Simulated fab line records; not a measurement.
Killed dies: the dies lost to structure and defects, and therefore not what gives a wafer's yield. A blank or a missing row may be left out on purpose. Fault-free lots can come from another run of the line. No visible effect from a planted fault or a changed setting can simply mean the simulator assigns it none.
A struck lot beside a sound one :: flow nand harc :: 14 out of 1159 route steps
Sound: wafers L703.3, L703.4, L703.6. Struck: wafers L700.1, L700.3, L700.5. At the end, the cause is stated.
Per side, at each step with rows, come the tool, then ch with its chambers, and then its first start. Under that, the readings that differ: sound wafers :: struck wafers :: difference of the means :: sigmas: that difference in standard deviations of wafers without a fault.
alike: a reading whose means differ by less than 2 such deviations, as well as words and numbers matching on both sides. not compared: withheld readings; readings where some wafer has no value; bounds like >300 that might hide an equal value; numbers whose values overlap and for which the record gives no deviation.
A row with sigmas, a row that says differs or no value, or rows on one side alone: a step with any of these is where the two part. When numbers do not overlap yet have no deviation, they are printed without sigmas and do not part them. A reading that every wafer of one side lacks parts them only if that side has two wafers or more.

first, 1 step without rows for these wafers: NHARC_P_M0_DEVELOP_08 (develop time 35 s).
NHARC_P_M0_CD_MEAS_09: target cd 90 nm.
  sound on cd sem-03 ch 0, day 11 05:06; struck on cd sem-02 ch 0, day 10 20:26
  alike: cd nm
NHARC_P_M0_OVL_MEAS_10: pitch 180 nm.
  sound on overlay-01 at day 11 05:11; struck on overlay-01 at day 10 20:32
reading: overlay y nm (nm)
sound: 0.9 1.5 1.3
struck: -0.6 -0.7 -0.5
difference: -1.8
sigmas: -2
  alike: overlay x nm
NHARC_P_M0_INSPECT_11:
  sound on defect inspect-01 at day 11 05:13; struck on defect inspect-02 at day 10 20:34
  alike: raw defect count
then, 1 step without rows for these wafers: NHARC_P_M0_DESCUM_14 (chemistry O2, time 3 s).
NHARC_P_M0_ETCH_34: etches the open film in N2/H2, target depth 40 nm, overetch 12 nm, time 43.94 s.
  sound on rie diel-09 ch 1,3, day 11 05:23; struck on rie diel-09 ch 1,2,3, day 10 20:43
  alike: drypump motor current A, oes product au, rf fwd power W, rf vpp V, showerhead plenum p Torr, throttle valve pct
  not compared: rf hours counter h
NHARC_P_M0_ETCH_15: etches the open film in C4F8/Ar, target depth 150 nm, overetch 15 nm, time 82.5 s.
  sound: rie diel-09 ch 1,3; struck: rie diel-09 ch 0,1,3
  alike: oes product au, rf fwd power W, rf vpp V
  not compared: rf hours counter h
NHARC_P_M0_CD_MEAS_16:
  sound on cd sem-01 at day 11 05:35; struck on cd sem-01 at day 10 20:55
  alike: cd nm
NHARC_P_M0_STRIP_18: strips in N2/H2.
  sound on rie diel-10 ch 1,2,3, day 11 05:41; struck on rie diel-10 ch 0,1,2, day 10 21:03
  alike: drypump motor current A, oes product au, rf fwd power W, rf vpp V, showerhead plenum p Torr, throttle valve pct
  not compared: rf hours counter h
then, 1 step without rows for these wafers: NHARC_P_M0_STRIP_19 (strips in post etch residue remover, time 600 s).
NHARC_P_M0_DEGAS_28: time 60 s.
  sound on pvd sputter-03 at day 11 06:13; struck on pvd sputter-03 at day 10 21:32
  alike: heater power w
NHARC_P_M0_PRE_CLEAN_29: time 30 s.
  sound on pvd sputter-03; struck on pvd sputter-03
  alike: heater power w
NHARC_P_M0_PVD_20: deposits TaN, target thk 5 nm, time 8.06 s.
  sound on pvd sputter-03 at day 11 06:20; struck on pvd sputter-03 at day 10 21:40
  no value came back on the struck wafers for bias v (V), cathode dc power W (W), throttle valve pct (%); on the sound wafers bias v (V) reads 168.4 170.1 165.0
then, 1 step without rows for these wafers: NHARC_P_M0_PVD_21 (deposits Cu, target thk 30 nm, time 20.49 s).

## WHERE THEY PART
At NHARC_P_M0_OVL_MEAS_10 first; at NHARC_P_M0_PVD_20 last (within this record only).

WHY: whatever the simulator had introduced
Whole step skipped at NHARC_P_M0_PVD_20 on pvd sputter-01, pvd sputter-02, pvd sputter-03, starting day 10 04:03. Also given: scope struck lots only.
